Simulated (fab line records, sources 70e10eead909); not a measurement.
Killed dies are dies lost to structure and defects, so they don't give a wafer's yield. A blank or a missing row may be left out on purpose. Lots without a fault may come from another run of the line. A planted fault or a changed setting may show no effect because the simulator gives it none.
fab line records | flow nand_harc
record lots=24 wafers=72 last_day=33
route steps=1302 shown A_CHANNEL_HOLE_D2@590 A_CHANNEL_FILL_D2@614 A_STAIRCASE@652
lots that met no fault: from a run of the same line without faults
start_h: hours from the record's first day to the start of the lot's first wafer shown | wait_h: hours since the lot's step before | " the same as in the row above | L1.1+2: a row that stands for several wafers | - no value, or no start given | * or withheld: withheld | < > ~ a bound
route shown NAME@n: a module of which the file shows steps, and the number in the route of the first | usual: mean/standard deviation of fault-free wafers | same: alike in all rows | chamber/n: place in a boat | sites: the reading at each site | _std_site: their standard deviation | _edge_site: outer sites' mean less inner sites' | radius_mm: how far each site lies from the wafer's centre | mask NAME#n: copy n | behind: the tool/chamber that last shaped the wafer | hold: why the lot was held/for how many hours/how that ended | device: the transistor (n, p or np) that didn't switch | end of line: the same wafers' tests at the end of the route | a step without rows: its recipe alone | killed: dies lost to structure and defects at the first sort, not the wafer's yield | map: a wafer's dies, x killed, . not, _ none there
set.NAME: the setting as run; set.NAME@STEP: as run at that earlier step | model.NAME: the simulator's own value behind a step, which no gauge read
steps of the route over a sample of lots; a table a step, a row a wafer
services: from which hour (start_h, from the record's first day; less than 0 if before it) a tool's chamber was out of use, for how many hours, and why
## steps
# step NHARC_A_CHANNEL_HOLE_D2_CD_MEAS_18
# usual cd_nm=99.8/1.8
# columns lot.wafer tool chamber start_h wait_h cd_nm
L074.1 cd_sem-01 - 297.52 - 99.9
L074.5 " - " " 102.0
L074.6 " - " " 100.6
L075.1 cd_sem-01 - 297.92 - 98.0
L075.3 " - " " 98.8
L075.4 " - " " 102.6
L076.1 cd_sem-02 - 320.27 - 101.9
L076.3 " - " " 101.0
L076.5 " - " " 98.7
L077.1 cd_sem-02 - 320.75 - 101.9
L077.2 " - " " 100.2
L077.6 " - " " 98.8
L078.2 cd_sem-03 - 327.18 - 101.6
L078.4 " - " " 100.1
L078.5 " - " " 100.3
L079.3 cd_sem-02 - 340.99 - 101.1
L079.5 " - " " 100.4
L079.6 " - " " 100.7
L080.1 cd_sem-02 - 354.20 - 103.9
L080.4 " - " " 101.4
L080.5 " - " " 101.8
L081.3 cd_sem-01 - 363.03 - 100.1
L081.4 " - " " 98.5
L081.5 " - " " 99.8
L082.1 cd_sem-02 - 371.29 - 99.5
L082.3 " - " " 100.7
L082.6 " - " " 100.4
L083.1 cd_sem-02 - 387.71 - 99.7
L083.4 " - " " 99.1
L083.5 " - " " 99.7
L084.3 cd_sem-01 - 397.89 - 96.8
L084.4 " - " " 99.7
L084.6 " - " " 98.2
L085.3 cd_sem-02 - 398.78 - 101.2
L085.5 " - " " 104.5
L085.6 " - " " 100.4
L086.2 cd_sem-03 - 406.99 - 98.7
L086.4 " - " " 99.2
L086.5 " - " " 99.2
L087.2 cd_sem-02 - 423.10 - 98.7
L087.5 " - " " 100.0
L087.6 " - " " 101.7
L088.4 cd_sem-01 - 444.82 - 98.0
L088.5 " - " " 98.5
L088.6 " - " " 96.7
L091.2 cd_sem-02 - 453.46 - 101.0
L091.3 " - " " 102.4
L091.5 " - " " 102.2
L090.2 cd_sem-01 - 453.63 - 99.7
L090.4 " - " " 98.6
L090.5 " - " " 97.8
L089.4 cd_sem-02 - 454.77 - 98.3
L089.5 " - " " 97.2
L089.6 " - " " 99.6
L092.3 cd_sem-02 - 468.33 - 98.0
L092.5 " - " " 100.2
L092.6 " - " " 97.1
L093.1 cd_sem-03 - 485.30 - 99.3
L093.5 " - " " 98.4
L093.6 " - " " 100.5
L094.2 cd_sem-01 - 503.17 - 96.3
L094.4 " - " " 100.2
L094.6 " - " " 101.0
L095.3 cd_sem-01 - 506.25 - 99.3
L095.5 " - " " 101.7
L095.6 " - " " 100.6
L097.2 cd_sem-02 - 511.58 - 97.7
L097.3 " - " " 95.7
L097.5 " - " " 96.1
L096.2 cd_sem-02 - 511.73 - 99.0
L096.3 " - " " 99.7
L096.5 " - " " 98.5
# step NHARC_A_CHANNEL_HOLE_D2_ETCH_27
# recipe bias_v=400 source_w=2000 pressure_mtorr=25 time_s=90 ar_flow_sccm=375 c4f8_flow_sccm=41.7 o2_flow_sccm=83.3 temp_c=-20 target_depth_a=4000 chemistry=C4F8/O2/Ar
# usual drypump_motor_current_A=5.67/0.29 he_backside_leak_sccm=6.1/0.65 showerhead_plenum_p_Torr=3.66/0.14 throttle_valve_pct=27.619/0.0088
# columns lot.wafer tool chamber start_h wait_h drypump_motor_current_A he_backside_leak_sccm rf_hours_counter_h showerhead_plenum_p_Torr throttle_valve_pct
L074.1 har_etch-01 0 301.60 0.2 5.40 5.7 149 3.70 27.625
L074.6 " 1 " " 5.54 5.4 - 3.56 27.626
L074.5 " 0 " " 5.40 5.8 - 3.70 27.628
L075.1 har_etch-01 1 305.73 0.2 5.52 5.3 153 3.56 27.621
L075.4 " 1 " " 5.52 5.1 - 3.56 27.619
L075.3 " 0 " " 5.41 5.7 - 3.69 27.604
L076.1 har_etch-01 0 324.38 0.2 5.39 6.0 161 3.69 27.610
L076.3 " 1 " " 5.53 5.5 - 3.55 27.632
L076.5 " 0 " " 5.39 6.3 - 3.69 27.628
L077.1 har_etch-02 1 324.80 0.2 5.71 6.8 372 3.61 27.609
L077.2 " 0 " " 6.19 6.9 387 3.66 27.621
L077.6 " 0 " " 6.20 7.0 - 3.66 27.607
L078.2 har_etch-02 0 331.26 0.2 6.18 7.1 391 3.66 27.606
L078.4 " 1 " " 5.71 7.6 - 3.61 27.623
L078.5 " 1 " " 5.70 7.5 - 3.61 27.631
L079.3 har_etch-02 1 352.61 0.3 5.72 7.1 - 3.60 27.628
L079.5 " 1 " " 5.72 7.4 - 3.60 27.625
L079.6 " 1 " " 5.72 7.4 - 3.60 27.623
L080.1 har_etch-01 1 361.08 0.2 5.53 5.4 187 3.54 27.619
L080.4 " 1 " " 5.53 5.3 - 3.54 27.597
L080.5 " 1 " " 5.53 5.4 - 3.54 27.628
L081.4 har_etch-02 1 368.65 0.2 5.71 7.5 - 3.60 27.611
L081.3 " 0 " " 6.17 7.2 - 3.65 27.612
L081.5 " 0 " " 6.18 7.2 - 3.65 27.621
L082.1 har_etch-01 0 376.20 0.2 5.39 6.1 199 3.67 27.617
L082.3 " 0 " " 5.41 6.3 - 3.67 27.618
L082.6 " 1 " " 5.52 5.5 - 3.53 27.636
L083.1 har_etch-01 0 397.61 0.2 5.39 6.1 214 3.66 27.626
L083.4 " 0 " " 5.41 6.2 - 3.66 27.628
L083.5 " 0 " " 5.41 6.3 - 3.66 27.613
L084.3 har_etch-02 0 402.00 0.2 6.22 5.6 - 3.65 27.613
L084.4 " 1 " " 5.70 5.3 - 3.98 27.618
L084.6 " 0 " " 6.19 5.8 - 3.65 27.620
L085.3 har_etch-01 0 406.03 0.2 5.39 6.0 - 3.66 27.620
L085.6 " 0 " " 5.41 6.2 - 3.66 27.611
L085.5 " 1 " " 5.52 5.5 - 3.52 27.614
L086.2 har_etch-02 0 412.94 0.2 6.17 5.8 15 3.64 27.615
L086.4 " 1 " " 5.66 5.8 - 3.97 27.618
L086.5 " 1 " " 5.70 5.7 - 3.97 27.591
L087.2 har_etch-01 0 427.15 0.2 5.38 6.5 230 3.65 27.611
L087.5 " 0 " " 5.39 6.6 - 3.65 27.626
L087.6 " 1 " " 5.52 5.4 - 3.52 27.617
L088.4 har_etch-02 1 450.05 0.2 5.70 6.0 - 3.96 27.613
L088.6 " 1 " " 5.68 5.7 - 3.96 27.612
L088.5 " 0 " " 6.20 5.6 - 3.63 27.626
L091.2 har_etch-01 0 458.29 0.2 5.37 6.5 249 3.64 27.630
L091.3 " 0 " " 5.39 6.5 - 3.64 27.609
L091.5 " 1 " " 5.53 5.7 - 3.51 27.619
L090.2 har_etch-02 0 458.70 0.2 6.19 5.8 38 3.63 27.626
L090.4 " 0 " " 6.24 6.1 - 3.63 27.616
L090.5 " 1 " " 5.69 6.3 - 3.96 27.624
L089.4 har_etch-01 0 462.48 0.2 5.39 6.3 - 3.64 27.609
L089.5 " 0 " " 5.38 6.4 - 3.64 27.639
L089.6 " 1 " " 5.52 5.8 - 3.50 27.638
L092.3 har_etch-02 0 472.44 0.2 6.16 5.4 - 3.63 27.608
L092.5 " 1 " " 5.70 8.1 - 3.95 27.615
L092.6 " 0 " " 6.18 5.4 - 3.63 27.634
L093.1 har_etch-01 1 492.28 0.2 5.52 5.9 271 3.49 27.621
L093.5 " 0 " " 5.40 6.4 - 3.63 27.634
L093.6 " 1 " " 5.53 5.8 - 3.49 27.615
L094.2 har_etch-01 1 507.26 0.2 5.52 5.8 275 3.49 27.619
L094.4 " 0 " " 5.39 6.5 - 3.63 27.615
L094.6 " 1 " " 5.53 5.8 - 3.49 27.613
L095.3 har_etch-02 0 510.36 0.2 6.17 5.4 - 3.62 27.610
L095.5 " 0 " " 6.21 5.1 - 3.62 27.621
L095.6 " 1 " " 5.70 5.8 - 3.94 27.609
L097.2 har_etch-01 0 515.61 0.2 5.40 6.4 279 3.62 27.623
L097.3 " 0 " " 5.40 6.4 - 3.62 27.619
L097.5 " 1 " " 5.53 5.9 - 3.49 27.617
L096.2 har_etch-02 1 515.77 0.2 5.71 5.7 69 3.94 27.611
L096.3 " 0 " " 6.18 5.7 - 3.61 27.610
L096.5 " 0 " " 6.19 5.8 - 3.61 27.622
# step NHARC_A_CHANNEL_FILL_D2_ALD_14
# recipe target_thk_a=25 pulse_time_s=10 ald_cycles=25 temp_c=300 material=SiO2
# usual heater_power_w=460/65 precursor_pulse_height_rel=0.998/0.02
# columns lot.wafer tool chamber start_h wait_h heater_power_w precursor_pulse_height_rel
L074.1 ald_hk-04 0 310.71 0.2 389 1.002
L074.5 " 1 " " 403 0.997
L074.6 " 2 " " 468 0.986
L075.4 ald_hk-04 1 315.08 0.1 417 0.986
L075.1 " 2 " " 465 1.018
L075.3 " 3 " " 420 0.995
L077.2 ald_hk-04 0 334.57 0.1 368 0.971
L077.1 " 2 " " 463 1.046
L077.6 " 0 " " 379 0.976
L076.3 ald_hk-04 2 334.83 0.3 474 1.002
L076.1 " 3 " " 419 0.962
L076.5 " 1 " " 413 1.009
L078.2 ald_hk-02 1 340.14 0.0 589 0.992
L078.4 " 0 " " 388 0.981
L078.5 " 2 " " 542 1.029
L079.3 ald_hk-04 1 362.34 0.3 412 1.003
L079.5 " 1 " " 413 1.005
L079.6 " 2 " " 465 0.964
L080.1 ald_hk-02 1 370.60 0.7 603 1.021
L080.4 " 2 " " 528 0.993
L080.5 " 1 " " 613 1.044
L081.4 ald_hk-03 2 377.89 0.1 481 0.987
L081.3 " 0 " " 522 0.991
L081.5 " 1 " " 465 1.012
L082.3 ald_hk-04 2 385.09 0.0 479 1.017
L082.1 " 1 " " 401 0.990
L082.6 " 3 " " 414 1.011
L083.1 ald_hk-03 3 408.25 0.1 517 0.960
L083.4 " 1 " " 474 1.004
L083.5 " 0 " " 495 1.014
L084.3 ald_hk-02 0 411.51 0.5 389 1.027
L084.4 " 3 " " 493 0.993
L084.6 " 0 " " 398 1.030
L085.3 ald_hk-02 2 415.99 1.0 524 0.992
L085.6 " 3 " " 510 0.990
L085.5 " 0 " " 397 0.986
L086.4 ald_hk-04 0 423.10 0.0 376 0.980
L086.2 " 3 " " 419 1.004
L086.5 " 1 " " 428 0.988
L087.2 ald_hk-02 1 436.18 0.1 617 1.008
L087.6 " 3 " " 526 1.004
L087.5 " 0 " " 411 0.991
L088.4 ald_hk-04 3 459.01 0.2 430 0.972
L088.6 " 0 " " 373 1.003
L088.5 " 1 " " 456 0.985
L090.2 ald_hk-02 1 467.22 0.1 615 0.994
L090.4 " 3 " " 500 0.974
L090.5 " 1 " " 598 0.985
L091.2 ald_hk-04 1 467.26 0.1 440 1.004
L091.3 " 2 " " 458 1.002
L091.5 " 3 " " 435 1.005
L089.4 ald_hk-03 1 471.40 0.1 479 1.008
L089.6 " 3 " " 505 0.985
L089.5 " 0 " " 506 0.994
L092.3 ald_hk-04 3 481.35 0.1 431 0.986
L092.5 " 1 " " 446 0.998
L092.6 " 2 " " 456 1.027
L093.1 ald_hk-02 1 501.42 0.2 612 0.997
L093.5 " 3 " " 510 0.981
L093.6 " 0 " " 394 0.989
L094.4 ald_hk-04 1 516.29 0.1 435 0.970
L094.2 " 2 " " 460 0.981
L094.6 " 3 " " 435 1.007
L095.3 ald_hk-04 2 519.32 0.1 444 1.006
L095.6 " 1 " " 444 1.000
L095.5 " 2 " " 459 0.995
L097.2 ald_hk-04 2 524.56 0.1 458 0.981
L097.3 " 3 " " 436 0.999
L097.5 " 1 " " 454 1.035
L096.2 ald_hk-03 1 524.62 0.1 497 0.977
L096.3 " 2 " " 482 1.034
L096.5 " 3 " " 524 1.016
# step NHARC_A_CHANNEL_FILL_D2_ETCHBACK_19
# recipe target_depth_a=50 time_s=1.7 hbr_flow_sccm=150 cl2_flow_sccm=50 rf_w=400 icp_w=400 bias_w=100 chemistry=HBr/Cl2
# usual drypump_motor_current_A=5.8/0.35 he_backside_leak_sccm=2.82/0.29 oes_product_au=1.004/0.0076 throttle_valve_pct=26.406/0.008
# columns lot.wafer tool chamber start_h wait_h drypump_motor_current_A he_backside_leak_sccm oes_product_au rf_hours_counter_h throttle_valve_pct
L074.1 rie_si-02 2 327.78 0.4 6.2 3.02 1.009 0.22 26.405
L074.6 " 2 " " 6.3 2.96 1.014 - 26.418
L074.5 " 3 " " 6.2 2.90 1.008 - 26.412
L075.1 rie_si-01 0 332.50 0.4 5.5 2.60 1.003 0.88 26.414
L075.3 " 2 " " 5.8 2.73 1.015 0.90 26.412
L075.4 " 3 " " 5.9 2.34 0.998 0.90 26.406
L076.1 rie_si-01 3 351.56 0.4 5.9 2.40 0.989 0.96 26.390
L076.3 " 1 " " 5.9 2.34 1.003 0.99 26.396
L076.5 " 0 " " 5.5 2.58 1.000 - 26.409
L077.1 rie_si-06 1 351.58 0.4 5.3 2.89 1.008 0.59 26.404
L077.2 " 3 " " 6.2 3.04 1.006 0.53 26.402
L077.6 " 0 " " 5.3 2.70 0.986 - 26.392
L078.4 rie_si-01 1 359.22 0.4 5.9 2.36 1.004 1.03 26.408
L078.2 " 2 " " 5.8 3.03 1.014 1.03 26.394
L078.5 " 1 " " 5.9 2.35 1.004 - 26.412
L079.3 rie_si-02 1 381.55 0.4 5.9 2.85 1.010 0.55 26.414
L079.5 " 3 " " 6.2 2.88 1.016 - 26.410
L079.6 " 0 " " 5.5 2.78 1.018 - 26.415
L080.1 rie_si-02 0 387.55 0.4 5.5 3.04 1.003 0.58 26.403
L080.4 " 1 " " 5.9 2.90 1.001 0.56 26.426
L080.5 " 0 " " 5.5 2.94 1.014 - 26.392
L081.3 rie_si-02 3 394.49 0.4 6.2 2.82 1.010 0.56 26.412
L081.4 " 0 " " 5.5 2.93 0.995 0.61 26.410
L081.5 " 3 " " 6.2 2.92 0.999 - 26.414
L082.1 rie_si-06 0 402.17 0.4 5.3 2.83 1.003 0.97 26.406
L082.3 " 1 " " 5.3 3.05 1.020 1.05 26.412
L082.6 " 3 " " 6.2 2.92 1.018 - 26.403
L083.4 rie_si-02 2 426.91 0.4 6.2 2.96 1.015 0.65 26.410
L083.1 " 3 " " 6.2 2.89 0.990 0.69 26.409
L083.5 " 3 " " 6.2 2.89 0.990 - 26.406
L084.3 rie_si-02 0 432.26 0.4 5.5 2.93 1.003 0.79 26.400
L084.4 " 2 " " 6.2 2.92 1.010 0.72 26.405
L084.6 " 0 " " 5.5 2.88 1.012 - 26.393
L085.3 rie_si-01 3 432.28 0.4 5.8 2.39 1.006 0.33 26.403
L085.6 " 2 " " 5.8 2.88 1.006 - 26.396
L085.5 " 3 " " 5.9 2.27 1.002 - 26.398
L086.4 rie_si-06 2 439.80 0.4 6.0 2.50 1.001 0.01 26.416
L086.2 " 3 " " 6.2 2.92 0.995 0.02 26.404
L086.5 " 1 " " 5.3 2.81 1.008 - 26.402
L087.2 rie_si-06 1 455.45 0.4 5.3 3.08 1.011 0.12 26.404
L087.6 " 0 " " 5.3 2.84 1.002 - 26.402
L087.5 " 1 " " 5.3 2.86 1.008 - 26.401
L088.6 rie_si-02 1 478.60 0.4 5.9 2.85 0.991 - 26.409
L088.4 " 2 " " 6.2 2.98 0.985 - 26.414
L088.5 " 0 " " 5.5 2.98 1.000 - 26.388
L091.2 rie_si-06 0 484.80 0.4 5.3 2.85 0.995 0.32 26.405
L091.3 " 2 " " 6.1 2.33 1.007 0.21 26.414
L091.5 " 1 " " 5.3 2.89 0.991 - 26.406
L090.4 rie_si-02 0 484.81 0.4 5.5 3.16 1.009 0.19 26.416
L090.2 " 2 " " 6.3 2.94 0.999 0.17 26.415
L090.5 " 0 " " 5.5 2.97 0.999 - 26.401
L089.6 rie_si-06 1 489.99 0.4 5.3 2.80 1.006 - 26.393
L089.4 " 3 " " 6.2 3.19 1.015 - 26.402
L089.5 " 0 " " 5.3 2.61 0.999 - 26.404
L092.3 rie_si-01 2 498.88 0.4 5.8 2.92 1.011 0.88 26.414
L092.5 " 2 " " 5.8 2.83 1.013 - 26.409
L092.6 " 1 " " 5.9 2.32 0.991 - 26.412
L093.1 rie_si-02 0 519.19 0.4 5.5 2.87 1.003 0.33 26.407
L093.6 " 0 " " 5.5 2.84 1.003 - 26.401
L093.5 " 1 " " 5.9 2.97 1.004 - 26.407
L094.2 rie_si-06 2 533.30 0.4 6.0 2.42 1.010 0.35 26.403
L094.4 " 1 " " 5.3 2.95 1.005 0.63 26.407
L094.6 " 2 " " 6.0 2.50 1.008 - 26.399
L095.3 rie_si-06 0 537.04 0.4 5.3 2.75 1.002 0.68 26.406
L095.5 " 2 " " 6.0 2.43 1.008 - 26.416
L095.6 " 3 " " 6.2 2.99 1.009 - 26.420
L096.3 rie_si-02 1 541.50 0.4 5.9 3.06 1.010 0.40 26.405
L096.2 " 0 " " 5.5 3.09 1.006 0.47 26.410
L096.5 " 1 " " 5.9 2.97 1.020 - 26.412
L097.2 rie_si-06 0 541.50 0.4 5.3 2.67 0.998 0.70 26.399
L097.3 " 2 " " 6.0 2.55 1.014 0.41 26.408
L097.5 " 1 " " 5.3 2.85 1.003 - 26.408
# step NHARC_A_STAIRCASE_ETCH_170
# recipe target_depth_a=2000 time_s=66.667 ion_energy_ev=250 c4f6_flow_sccm=25 o2_flow_sccm=20 ar_flow_sccm=500 rf_w=600 bias_w=500 chemistry=C4F6/O2
# usual drypump_motor_current_A=6.1/0.41 oes_product_au=0.974/0.013 rf_vpp_V=546/3.5 showerhead_plenum_p_Torr=3.90/0.16 throttle_valve_pct=26.904/0.009
# columns lot.wafer tool chamber start_h wait_h drypump_motor_current_A oes_product_au rf_hours_counter_h rf_vpp_V showerhead_plenum_p_Torr throttle_valve_pct
L074.1 rie_diel-12 1 - - 6.2 0.967 31 542 3.65 26.906
L074.6 " 1 " " 6.2 0.977 - 543 3.65 26.897
L074.5 " 2 " " 6.3 0.958 - 545 3.89 26.912
L075.4 rie_diel-12 2 - - 6.3 0.967 40 545 3.89 26.900
L075.1 " 0 " " 6.2 0.971 29 545 3.81 26.903
L075.3 " 1 " " 6.2 0.972 35 541 3.65 26.901
L077.1 rie_diel-13 0 - - 6.0 0.933 11 548 3.94 26.903
L077.2 " 2 " " 6.0 0.956 11 547 3.95 26.901
L077.6 " 3 " " 6.7 0.951 - 543 3.77 26.905
L076.3 rie_diel-13 3 - - 6.6 0.965 7 544 3.77 26.928
L076.1 " 0 " " 6.0 0.967 11 547 3.94 26.909
L076.5 " 2 " " 6.0 0.964 - 549 3.95 26.904
L078.2 rie_diel-12 3 - - 5.9 0.990 43 553 4.20 26.909
L078.4 " 1 " " 6.2 0.978 43 542 3.65 26.912
L078.5 " 0 " " 6.2 0.981 - 544 3.81 26.914
L080.4 rie_diel-12 3 - - 5.9 0.970 50 551 4.20 26.900
L080.1 " 1 " " 6.2 0.965 49 541 3.64 26.895
L080.5 " 2 " " 6.3 0.961 - 548 3.88 26.913
L079.3 rie_diel-03 0 - - 6.0 0.996 35 547 3.93 26.895
L079.5 " 0 " " 6.0 0.983 - 548 3.93 26.912
L079.6 " 1 " " 5.2 0.989 - 553 4.20 26.917
L081.3 rie_diel-03 0 - - 6.0 0.996 40 547 3.93 26.923
L081.4 " 3 " " 6.2 0.986 39 544 3.90 26.893
L081.5 " 0 " " 6.0 0.989 - 546 3.93 26.908
L082.3 rie_diel-12 2 - - 6.3 0.998 60 546 3.88 26.897
L082.1 " 0 " " 6.2 0.987 48 545 3.80 26.913
L082.6 " 2 " " 6.3 0.986 - 547 3.88 26.909
L083.1 rie_diel-03 0 - - 6.0 0.957 55 545 3.92 26.901
L083.4 " 2 " " 5.0 0.966 48 546 3.84 26.897
L083.5 " 0 " " 6.0 0.958 - 546 3.92 26.889
L085.3 rie_diel-13 0 - - 6.0 0.943 20 547 3.94 26.907
L085.5 " 0 " " 6.0 0.945 - 547 3.94 26.918
L085.6 " 1 " " 6.4 0.960 - 539 3.66 26.912
L084.4 rie_diel-13 0 457.25 - 6.0 0.997 20 550 3.94 26.900
L084.3 " 3 " " 6.6 0.990 37 544 3.76 26.901
L084.6 " 0 " " 6.0 0.990 - 548 3.94 26.912
L086.2 rie_diel-13 1 - - 6.4 0.975 26 540 3.66 26.898
L086.4 " 2 " " 6.0 0.977 45 547 3.93 26.908
L086.5 " 1 " " 6.4 0.981 - 542 3.66 26.897
L087.2 rie_diel-13 1 - - 6.4 0.969 29 542 3.65 26.908
L087.6 " 2 " " 6.0 0.981 - 547 3.93 26.908
L087.5 " 3 " " 6.6 0.985 - 541 3.75 26.894
L088.4 rie_diel-13 0 - - 6.0 0.973 36 548 3.93 26.908
L088.5 " 3 " " 6.6 0.960 - 543 3.75 26.900
L088.6 " 0 " " 6.0 0.954 - 546 3.93 26.905
L090.4 rie_diel-03 0 - - 6.0 0.983 12 546 3.91 26.919
L090.2 " 1 " " 5.2 0.972 22 551 4.18 26.901
L090.5 " 3 " " 6.2 0.992 - 546 3.88 26.918
L091.3 rie_diel-12 0 - - 6.2 0.981 18 544 3.79 26.914
L091.2 " 2 " " 6.3 0.946 20 545 3.86 26.892
L091.5 " 1 " " 6.3 0.967 - 554 4.21 26.911
L089.4 rie_diel-13 1 - - 6.4 0.987 39 541 3.65 26.915
L089.6 " 1 " " 6.4 0.980 - 542 3.65 26.902
L089.5 " 2 " " 6.0 0.970 - 548 3.92 26.899
L092.3 rie_diel-12 2 - - 6.3 0.971 25 547 3.86 26.904
L092.5 " 2 " " 6.3 0.970 - 546 3.86 26.897
L092.6 " 3 " " 5.9 0.978 - 552 4.17 26.902
L093.1 rie_diel-03 0 - - 6.0 0.976 25 544 3.90 26.915
L093.6 " 2 " " 5.0 0.981 - 545 3.82 26.904
L093.5 " 3 " " 6.2 0.968 - 546 3.87 26.900
L094.4 rie_diel-12 1 - - 6.3 0.970 38 553 4.20 26.894
L094.2 " 2 " " 6.3 0.964 41 547 3.85 26.890
L094.6 " 0 " " 6.2 0.977 - 544 3.78 26.901
L095.3 rie_diel-03 2 - - 5.0 0.982 22 545 3.82 26.893
L095.5 " 0 " " 6.0 0.978 - 546 3.90 26.905
L095.6 " 1 " " 5.2 0.973 - 551 4.17 26.901
L096.3 rie_diel-13 0 - - 6.0 0.976 13 547 3.92 26.902
L096.2 " 2 " " 6.0 0.986 13 547 3.91 26.883
L096.5 " 2 " " 6.0 0.990 - 547 3.91 26.910
L097.2 rie_diel-13 2 - - 6.0 0.974 13 545 3.91 26.894
L097.3 " 3 " " 6.6 0.958 14 543 3.74 26.895
L097.5 " 2 " " 6.0 0.964 - 547 3.91 26.912
# step NHARC_A_STAIRCASE_ETCH_17
# recipe target_depth_a=1000 time_s=40.5 ion_energy_ev=400 c4f8_flow_sccm=20 o2_flow_sccm=10 ar_flow_sccm=withheld rf_w=600 bias_w=1000 chemistry=C4F8/O2
# usual oes_product_au=0.941/0.0093 rf_vpp_V=896/5.4
# columns lot.wafer tool chamber start_h wait_h oes_product_au rf_hours_counter_h rf_vpp_V
L074.1 rie_diel-03 0 - - 0.952 19 899
L074.5 " 2 " " 0.945 - 894
L074.6 " 3 " " 0.945 - 895
L075.1 rie_diel-13 2 - - 0.927 9 897
L075.3 " 0 " " 0.938 9 896
L075.4 " 0 " " 0.926 - 895
L077.2 rie_diel-12 0 - - 0.942 32 892
L077.1 " 1 " " 0.943 41 887
L077.6 " 1 " " 0.934 - 886
L076.1 rie_diel-03 3 - - 0.958 27 896
L076.3 " 1 " " 0.940 24 904
L076.5 " 3 " " 0.950 - 896
L078.4 rie_diel-12 3 - - 0.937 44 905
L078.2 " 0 " " 0.941 35 894
L078.5 " 2 " " 0.962 - 895
L079.3 rie_diel-03 0 - - 0.924 35 897
L079.5 " 1 " " 0.939 - 905
L079.6 " 2 " " 0.936 - 894
L080.1 rie_diel-12 3 - - 0.946 51 903
L080.4 " 0 " " 0.957 42 893
L080.5 " 2 " " 0.952 - 894
L081.3 rie_diel-03 0 - - 0.927 41 897
L081.4 " 2 " " 0.950 38 894
L081.5 " 0 " " 0.933 - 896
L082.1 rie_diel-13 2 - - 0.939 33 897
L082.3 " 1 " " 0.937 18 888
L082.6 " 2 " " 0.940 - 897
L083.1 rie_diel-12 0 - - 0.942 0 891
L083.4 " 1 " " 0.940 0 906
L083.5 " 3 " " 0.952 - 905
L085.3 rie_diel-13 2 - - 0.937 44 898
L085.6 " 3 " " 0.932 - 889
L085.5 " 0 " " 0.933 - 897
L084.4 rie_diel-12 0 - - 0.935 3 892
L084.3 " 3 " " 0.936 3 904
L084.6 " 0 " " 0.938 - 891
L086.4 rie_diel-03 2 - - 0.936 0 892
L086.2 " 3 " " 0.953 0 894
L086.5 " 1 " " 0.936 - 905
L087.2 rie_diel-12 0 - - 0.937 9 890
L087.5 " 2 " " 0.958 - 894
L087.6 " 3 " " 0.941 - 905
L088.4 rie_diel-13 0 - - 0.939 37 896
L088.6 " 1 " " 0.940 - 887
L088.5 " 2 " " 0.932 - 896
L090.4 rie_diel-03 0 - - 0.943 13 896
L090.2 " 2 " " 0.928 7 894
L090.5 " 0 " " 0.951 - 896
L091.2 rie_diel-03 0 - - 0.939 13 895
L091.3 " 2 " " 0.929 7 892
L091.5 " 0 " " 0.938 - 897
L089.4 rie_diel-03 2 - - 0.939 - 891
L089.6 " 3 " " 0.930 - 892
L089.5 " 0 " " 0.947 - 896
L092.3 rie_diel-03 0 - - 0.938 19 896
L092.6 " 0 " " 0.943 - 895
L092.5 " 3 " " 0.938 - 894
L093.1 rie_diel-03 3 - - 0.938 33 893
L093.5 " 3 " " 0.943 - 892
L093.6 " 0 " " 0.955 - 894
L094.4 rie_diel-12 2 - - 0.938 42 893
L094.2 " 1 " " 0.938 38 906
L094.6 " 2 " " 0.940 - 894
L095.3 rie_diel-12 3 - - 0.938 39 903
L095.6 " 2 " " 0.939 - 894
L095.5 " 3 " " 0.938 - 904
L096.2 rie_diel-03 3 - - 0.932 37 896
L096.3 " 2 " " 0.932 24 893
L096.5 " 3 " " 0.935 - 895
L097.3 rie_diel-13 2 - - 0.940 14 896
L097.2 " 1 " " 0.951 9 905
L097.5 " 2 " " 0.934 - 896
## services
# columns tool chamber start_h hours kind
rie_diel-03 - 281.33 9.0 pm
rie_diel-12 0 328.95 3.0 repair
rie_diel-03 1 334.10 4.4 repair
har_etch-02 - 337.22 2.1 repair
rie_diel-13 - 342.08 9.0 pm
rie_diel-13 1 358.12 7.6 repair
rie_diel-13 3 361.39 11.8 repair
ald_hk-04 - 371.34 0.6 repair
har_etch-02 - 377.00 17.0 pm
rie_diel-13 1 377.44 22.5 repair
ald_hk-04 - 389.55 2.9 repair
rie_diel-13 0 393.35 49.3 repair
ald_hk-04 - 433.85 10.0 pm
rie_diel-13 1 441.15 3.3 repair
rie_diel-12 - 446.18 9.0 pm
rie_diel-13 1 448.55 5.9 repair
rie_si-02 - 454.00 9.0 pm
rie_diel-03 - 458.33 9.0 pm
rie_diel-12 - 488.80 1.9 repair
rie_diel-12 2 505.50 4.2 repair
rie_diel-13 - 519.08 9.0 pm
rie_diel-03 1 519.91 10.9 repair
ald_hk-04 - 535.55 0.8 repair
rie_diel-03 3 561.84 2.6 repair
## key
fault none
